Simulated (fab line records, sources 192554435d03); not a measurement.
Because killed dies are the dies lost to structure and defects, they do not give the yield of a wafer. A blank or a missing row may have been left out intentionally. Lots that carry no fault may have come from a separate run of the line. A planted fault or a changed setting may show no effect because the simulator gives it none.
fab line records    flow n5Finfet
[record] lots = 10  wafers = 28  lastDay = 17
route steps=1938 shown BEOL_M1@765 BEOL_M4@1111 PASSIVATION@1936
lots that met no fault: from a run of the same line without faults
startH: the number of hours between the record's first day and the start of the first shown wafer of the lot    waitH: hours elapsed since this lot's preceding step    " the same as in the row above    L1.1+2: several wafers, shown together as one row    - no value, or no start was given    * or withheld: withheld    < > ~ a bound
route shown NAME@n: a module of which the file shows steps, and the number in the route of the first    usual: mean and standard deviation over wafers with no fault    same: alike in all rows    chamber/n: place in a boat    sites: each site's reading    _std_site: the values' standard deviation    _edge_site: the outer-site mean with the inner-site mean subtracted    radiusMm: for every site, how far away it sits from the centre of the wafer    mask NAME#n: copy n    behind: the tool/chamber that last shaped the wafer    hold: cause of the lot's hold/its duration in hours/its outcome    device: transistor that didn't switch, given as n, p or np    end of line: at the end of the route, the tests of the same wafers    a step given without rows: its recipe and nothing more    killed: dies that structure and defects cost at the first sort, which is not the same as the wafer's yield    map: a wafer's dies, marking killed ones x, the rest . and places with no die _
set.NAME: setting as actually run; set.NAME@STEP: the setting as run at that earlier step    model.NAME: the simulator's own value behind a step, which no gauge read
a sample of lots followed through the steps of the route, with each step as a table and each wafer as a row
services: when a tool's chamber went out of use (startH, in hours from the record's first day, below 0 if earlier), for how many hours, and the reason
[[steps]]
[step N5_BEOL_M1_OVL_MEAS_12]
[recipe] pointsPerWafer = 522
[usual] M1_OVL = -0.1/0.73
lot.wafer  tool        chamber  startH  waitH  M1_OVL[nm]
L263.1     overlay-01  0        128.65  0.0    -0.8
L263.3     "           0        "       "      -0.4
L263.6     "           0        "       "      -0.1
L264.1     overlay-01  0        135.10  0.0    -0.2
L264.3     "           0        "       "      0.7
L264.5     "           0        "       "      0.2
L269.3     overlay-02  0        167.67  0.0    -0.6
L269.4     "           0        "       "      -0.2
L269.5     "           0        "       "      -0.1
L270.2     overlay-01  0        171.70  0.0    -0.3
L270.3     "           0        "       "      -1.8
L270.6     "           0        "       "      -1.5
L276.1     overlay-02  0        207.44  0.0    -0.7
L276.4     "           0        "       "      0.6
L276.5     "           0        "       "      0.1
L277.1     overlay-02  0        212.38  0.0    -0.3
L277.3     "           0        "       "      0.3
L278.3     overlay-01  0        218.69  0.0    -0.3
L278.4     "           0        "       "      0.5
L281.3     overlay-02  0        236.06  0.0    -1.0
L281.4     "           0        "       "      0.0
L281.6     "           0        "       "      -0.5
L283.1     overlay-02  0        252.32  0.0    -0.6
L283.4     "           0        "       "      -0.4
L283.5     "           0        "       "      -0.3
L284.3     overlay-02  0        263.39  0.0    1.3
L284.4     "           0        "       "      0.1
L284.6     "           0        "       "      0.4
[step N5_BEOL_M1_HM_OPEN_17]
[recipe] chemistry = Cl2/BCl3  targetDepthA = 200  overetchA = 60  target = TiN  maskMaterial = SOC  ionEnergyEv = 150  pressureMtorr = 10  icpW = 1000  biasW = 126  Cl2_flow_sccm = 53.25  bcl3FlowSccm = 21.75  Ar_flow_sccm = 25
[usual] chamberPressureMTorr = 10.000/0.009  drypumpMotorCurrentA = 5.6/0.45  oesProductAu = 0.65/0.081  throttleValvePct = 22.07/0.13
lot.wafer  tool         chamber  startH  waitH  chamberPressureMTorr  drypumpMotorCurrentA  oesProductAu  rfHoursCounterH  throttleValvePct
L263.1     rieMetal-03  1        128.99  0.0    9.992                 5.1                   0.60          73               22.05
L263.3     "            1        "       "      9.990                 5.1                   0.59          -                22.04
L263.6     "            1        "       "      9.998                 5.1                   0.59          -                22.04
L264.1     rieMetal-03  1        135.74  0.0    10.005                5.2                   0.59          74               22.05
L264.3     "            1        "       "      9.986                 5.1                   0.60          -                22.04
L264.5     "            0        "       "      10.002                5.8                   0.62          -                22.23
L269.3     rieMetal-01  0        168.10  0.1    10.003                6.0                   0.66          -                22.15
L269.4     "            1        "       "      10.003                5.1                   0.55          -                22.06
L269.5     "            1        "       "      10.003                5.2                   0.56          -                22.05
L270.2     rieMetal-02  1        172.06  0.1    9.988                 5.3                   0.67          -                22.00
L270.3     "            1        "       "      9.998                 5.2                   0.67          -                22.02
L270.6     "            1        "       "      9.984                 5.3                   0.67          -                22.03
L276.1     rieMetal-03  1        207.91  0.0    10.001                5.1                   0.59          81               22.05
L276.4     "            1        "       "      10.004                5.2                   0.59          -                22.05
L276.5     "            0        "       "      10.004                5.8                   0.62          -                22.26
L277.1     rieMetal-03  0        212.72  0.0    10.010                5.8                   0.61          67               22.25
L277.3     "            0        "       "      10.005                5.8                   0.61          -                22.24
L278.3     rieMetal-01  1        219.54  0.1    10.000                5.2                   0.55          -                22.06
L278.4     "            0        "       "      10.011                6.0                   0.64          -                22.15
L281.3     rieMetal-03  1        236.42  0.1    10.017                5.2                   0.59          -                22.05
L281.4     "            0        "       "      9.997                 5.8                   0.61          -                22.26
L281.6     "            0        "       "      9.995                 5.8                   0.61          -                22.25
L283.1     rieMetal-03  0        252.66  0.0    9.989                 5.8                   0.61          71               22.25
L283.4     "            1        "       "      9.998                 5.2                   0.58          -                22.05
L283.5     "            1        "       "      10.003                5.2                   0.57          -                22.06
L284.3     rieMetal-01  1        263.75  0.1    9.991                 5.2                   0.54          -                22.06
L284.4     "            0        "       "      10.016                6.0                   0.64          -                22.16
L284.6     "            1        "       "      10.012                5.2                   0.54          -                22.07
[step N5_BEOL_M1_OVL_MEAS_29]
[recipe] pointsPerWafer = 522
[usual] V0_OVL = 0.0/0.59
lot.wafer  tool        chamber  startH  waitH  V0_OVL[nm]
L263.1     overlay-02  0        129.68  0.0    0.2
L263.3     "           0        "       "      0.5
L263.6     "           0        "       "      1.3
L264.1     overlay-02  0        136.27  0.0    -0.2
L264.3     "           0        "       "      -0.5
L264.5     "           0        "       "      -0.5
L269.3     overlay-02  0        168.64  0.0    -0.4
L269.4     "           0        "       "      -0.6
L269.5     "           0        "       "      -0.3
L270.2     overlay-02  0        172.78  0.0    0.4
L270.3     "           0        "       "      0.7
L270.6     "           0        "       "      0.6
L276.1     overlay-01  0        208.46  0.0    0.5
L276.4     "           0        "       "      0.3
L276.5     "           0        "       "      -0.1
L277.1     overlay-02  0        213.38  0.0    0.4
L277.3     "           0        "       "      -0.1
L278.3     overlay-02  0        220.37  0.0    0.2
L278.4     "           0        "       "      0.6
L281.3     overlay-01  0        237.06  0.0    -0.1
L281.4     "           0        "       "      -0.8
L281.6     "           0        "       "      -1.1
L283.1     overlay-01  0        253.31  0.0    -1.1
L283.4     "           0        "       "      1.2
L283.5     "           0        "       "      -1.1
L284.3     overlay-02  0        264.39  0.0    0.3
L284.4     "           0        "       "      -1.2
L284.6     "           0        "       "      -0.1
[step N5_BEOL_M1_ALD_98]
[recipe] material = SiO2  targetThkA = 25  tempC = 100  aldPrecursorFamily = BDEAS  aldCoReactant = O2-plasma  pulseTimeS = 1  coReactantPulseTimeS = 1  purgeTimeS = 2  coReactantPurgeTimeS = 2  aldCycles = 17  pressureTorr = 2
[usual] aldCycles = 17/0  heaterPowerW = 75/7.2  precursorPulseHeightRel = 0.998/0.018
lot.wafer  tool       chamber  startH  waitH  aldCycles  heaterPowerW  precursorPulseHeightRel
L263.1     aldSin-04  0        130.12  0.2    17         65            1.018
L263.3     "          2        "       "      17         72            1.014
L263.6     "          0        "       "      17         64            1.023
L264.1     aldSin-04  2        136.61  0.1    17         72            0.956
L264.3     "          0        "       "      17         61            1.014
L264.5     "          0        "       "      17         65            0.985
L269.3     aldSin-04  0        168.87  0.1    17         65            1.010
L269.4     "          3        "       "      17         76            0.998
L269.5     "          2        "       "      17         73            0.971
L270.2     aldSin-04  2        174.01  1.1    17         74            1.013
L270.3     "          3        "       "      17         74            1.018
L270.6     "          2        "       "      17         73            0.984
L276.1     aldSin-04  2        208.85  0.2    17         72            0.999
L276.4     "          3        "       "      13         75            1.007
L276.5     "          0        "       "      17         65            0.983
L277.1     aldSin-04  2        213.61  0.1    17         72            0.991
L277.3     "          3        "       "      13         76            0.975
L278.3     aldSin-04  2        220.99  0.1    13         73            0.998
L278.4     "          0        "       "      13         64            1.012
L281.3     aldSin-03  3        237.27  0.1    17         85            1.009
L281.4     "          0        "       "      17         75            1.005
L281.6     "          1        "       "      17         86            0.996
L283.1     aldSin-01  2        253.63  0.1    17         81            1.006
L283.4     "          1        "       "      17         89            0.987
L283.5     "          2        "       "      17         80            1.011
L284.3     aldSin-01  2        264.69  0.1    17         79            0.973
L284.4     "          3        "       "      17         66            0.968
L284.6     "          1        "       "      17         89            0.998
[step N5_BEOL_M4_RC_MEAS_101]
[usual] DIBL_N = 35.9/1.3  DIBL_P = 35.9/1.6  IOFF_N = 0.156/0.022  IOFF_P = 0.205/0.023  ION_N = 675/9  ION_P = 463/5.6  SS_N = 71.4/0.57  SS_P = 73.1/0.52  VT_N = 249.7/2.8  VT_P = -250.2/2.5
lot.wafer  tool       chamber  startH  waitH  DIBL_N[mV/V]  DIBL_P[mV/V]  IOFF_N[nA/um]  IOFF_P[nA/um]  ION_N[uA/um]  ION_P[uA/um]  SS_N[mV/dec]  SS_P[mV/dec]  VT_N[mV]  VT_P[mV]
L263.1     prober-02  0        172.14  0.0    35.6          34.2          0.159          0.222          675           464           71.5          73.0          246.2     -248.6
L263.3     "          0        "       "      35.5          34.0          0.150          0.217          666           461           72.1          72.8          250.6     -248.1
L263.6     "          0        "       "      35.9          33.5          0.156          0.207          667           457           71.5          72.6          248.4     -250.1
L264.1     prober-02  0        180.85  0.0    37.0          36.3          0.171          0.212          677           457           72.1          73.2          249.5     -248.3
L264.3     "          0        "       "      37.4          37.6          0.182          0.231          680           462           71.4          73.9          246.6     -246.2
L264.5     "          0        "       "      35.8          35.2          0.143          0.192          673           457           71.3          73.3          249.4     -250.7
L269.3     prober-02  0        205.60  0.3    34.7          35.5          0.136          0.218          673           467           71.1          72.3          249.2     -247.6
L269.4     "          0        "       "      37.3          38.2          0.170          0.266          675           472           72.1          73.3          248.7     -243.5
L269.5     "          0        "       "      35.3          35.8          0.142          0.223          679           474           71.8          72.5          250.7     -248.0
L270.2     prober-02  0        222.86  0.2    37.2          36.4          0.155          0.213          672           463           72.2          73.2          249.8     -249.4
L270.3     "          0        "       "      35.3          34.1          0.128          0.190          656           456           71.9          72.2          253.4     -249.6
L270.6     "          0        "       "      35.9          35.7          0.136          0.205          661           459           71.6          73.4          250.5     -251.1
L276.1     prober-02  0        256.13  0.0    35.0          34.1          0.152          0.185          682           461           71.5          72.6          249.4     -250.4
L276.4     "          0        "       "      35.4          34.7          0.160          0.192          683           458           71.3          72.6          248.1     -252.3
L276.5     "          0        "       "      34.6          34.4          0.155          0.186          685           465           71.3          72.8          248.4     -250.2
L277.1     prober-01  0        258.13  0.0    34.8          34.8          0.137          0.166          668           456           70.6          72.6          253.0     -254.9
L277.3     "          0        "       "      35.3          35.6          0.150          0.176          673           458           72.1          73.9          250.7     -254.0
L278.3     prober-01  0        262.17  0.3    35.8          35.4          0.154          0.198          684           464           71.5          72.8          249.4     -249.8
L278.4     "          0        "       "      36.7          36.7          0.179          0.222          679           465           71.5          73.8          247.4     -249.7
L283.1     prober-02  0        293.45  0.0    38.2          37.6          0.172          0.217          680           462           71.6          74.0          247.7     -248.9
L283.4     "          0        "       "      37.4          36.7          0.151          0.204          663           457           71.9          73.9          251.6     -250.7
L283.5     "          0        "       "      39.1          39.4          0.197          0.249          679           463           72.1          74.4          246.0     -247.2
L281.3     prober-01  0        293.60  0.3    35.7          37.2          0.150          0.185          666           457           71.5          72.9          252.0     -253.1
L281.4     "          0        "       "      35.8          37.6          0.152          0.198          665           459           71.9          73.2          249.6     -253.4
L281.6     "          0        "       "      34.8          36.8          0.139          0.183          665           456           71.7          72.6          252.1     -254.4
L284.3     prober-01  0        314.45  0.3    34.8          33.5          0.121          0.176          667           466           71.0          72.4          252.6     -252.6
L284.4     "          0        "       "      35.9          35.1          0.141          0.204          671           468           71.4          73.3          251.9     -248.8
L284.6     "          0        "       "      35.1          33.4          0.122          0.179          669           464           70.9          73.0          252.8     -248.2
[step N5_PASSIVATION_PROBE_49]
[usual] defectLimitedYield = 91.3/1.4  killed_at_M0_to_M3 = 35/11  killed_at_M4_up = 14/5.4  killedAtContacts = 12/6.2  killedAtFrontEnd = 38/11  killedAtOther = 4.1/2.8  killedDies = 103/17  killedOpen = 66/13  killedShort = 34/8.2  sort_bin_5_function = 5.1/0.89  sort_bin_6_memory = 3.3/0.72  sort_bin_8_speed = 0.00/0.0099  sortNPass = 1077/17  sortYieldPct = 91.3/1.4
[same] grossDies = 1180  killedAtBackSide = 0  sort_bin_4_leakage[%] = 0
lot.wafer  tool       chamber  startH  waitH  defectLimitedYield[%]  killed_at_M0_to_M3  killed_at_M4_up  killedAtContacts  killedAtFrontEnd  killedAtOther  killedDies  killedOpen  killedShort  sort_bin_5_function[%]  sort_bin_6_memory[%]  sort_bin_8_speed[%]  sortNPass  sortYieldPct[%]
L270.2     prober-01  -        328.92  0.1    91.1                   44                  11               11                33                6              105         66          36           5.3                     3.2                   0                    1075       91.1
L270.3     prober-01  -        328.97  0.1    91.4                   44                  10               4                 39                5              102         63          38           5.1                     3.3                   0                    1078       91.4
L270.6     prober-01  -        329.12  0.3    92.5                   33                  13               8                 28                7              89          53          32           4.4                     2.9                   0                    1091       92.5
// killed by level:class
L270.2 BEOL_M0_SAQP:geometricParticle:open=11 FIN_SAQP:geometricParticle:open=10 MOL_CONTACT_COAG:geometricParticle:open=10 BEOL_M0_SAQP:geometricParticle:short=10 BEOL_M2:geometricParticle:open=7 FIN_SAQP:geometricParticle:short=5 BEOL_M1:geometricParticle:open=4 BEOL_M1:geometricParticle:short=4
L270.3 BEOL_M0_SAQP:geometricParticle:open=12 FIN_SAQP:geometricParticle:open=10 BEOL_M0_SAQP:geometricParticle:short=10 FIN_SAQP:geometricParticle:short=6 DUMMY_GATE:geometricParticle:open=6 BEOL_M1:geometricParticle:open=5 BEOL_M2:geometricParticle:open=5 BEOL_M3:geometricParticle:open=4
L270.6 FIN_SAQP:geometricParticle:open=7 BEOL_M3:geometricParticle:open=7 MOL_CONTACT_COAG:geometricParticle:open=6 BEOL_M0_SAQP:geometricParticle:short=6 STI_FIN_REVEAL:geometricParticle:open=5 BEOL_M0_SAQP:geometricParticle:open=5 ILD0:geometricParticle:short=4 BEOL_M1:geometricParticle:short=4
[[services]]
tool         chamber  startH  hours  kind
rieMetal-02  -        107.43  2.8    pm
rieMetal-03  -        108.13  14.6   pm
aldSin-01    -        136.65  28.1   pm
rieMetal-02  0        142.03  22.0   repair
aldSin-01    -        164.75  6.0    pm
rieMetal-03  0        178.85  7.3    repair
aldSin-01    -        179.13  14.0   pm
aldSin-01    0        179.13  14.0   ventCycle
aldSin-01    1        179.13  14.0   ventCycle
aldSin-01    2        179.13  14.0   ventCycle
aldSin-01    3        179.13  14.0   ventCycle
aldSin-01    0        193.13  -      clean
aldSin-01    1        193.13  -      clean
aldSin-01    2        193.13  -      clean
aldSin-01    3        193.13  -      clean
aldSin-04    3        201.70  1.3    repair
aldSin-01    0        213.63  5.6    repair
aldSin-03    2        215.76  1.7    repair
rieMetal-02  1        222.25  16.5   repair
aldSin-04    -        234.28  14.6   pm
aldSin-03    -        254.22  11.0   repair
[[key]]
[firstSign] step = N5_BEOL_M1_ALD_98  reading = aldCycles  direction = down  sigmas = 99+  usual = *  struck = *
effect none on later readings
metAt N5_BEOL_M1_ALD_98
struckLots L276,L277,L278
struckWafers L276.4,L277.3,L278.3,L278.4
notActingAt N5_BEOL_M1_OVL_MEAS_12,N5_BEOL_M1_HM_OPEN_17,N5_BEOL_M1_OVL_MEAS_29
onsetBetween 174.01 208.85
[fault] kind = processParameterDrift  tool = aldSin-04  chamber = -  onsetH = 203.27  steps = N5_BEOL_M1_ALD_98  channel = aldCycles  offset = *  shape = step  endH = 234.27  scope = struckWafersOnly  actsIn = *  stated = *
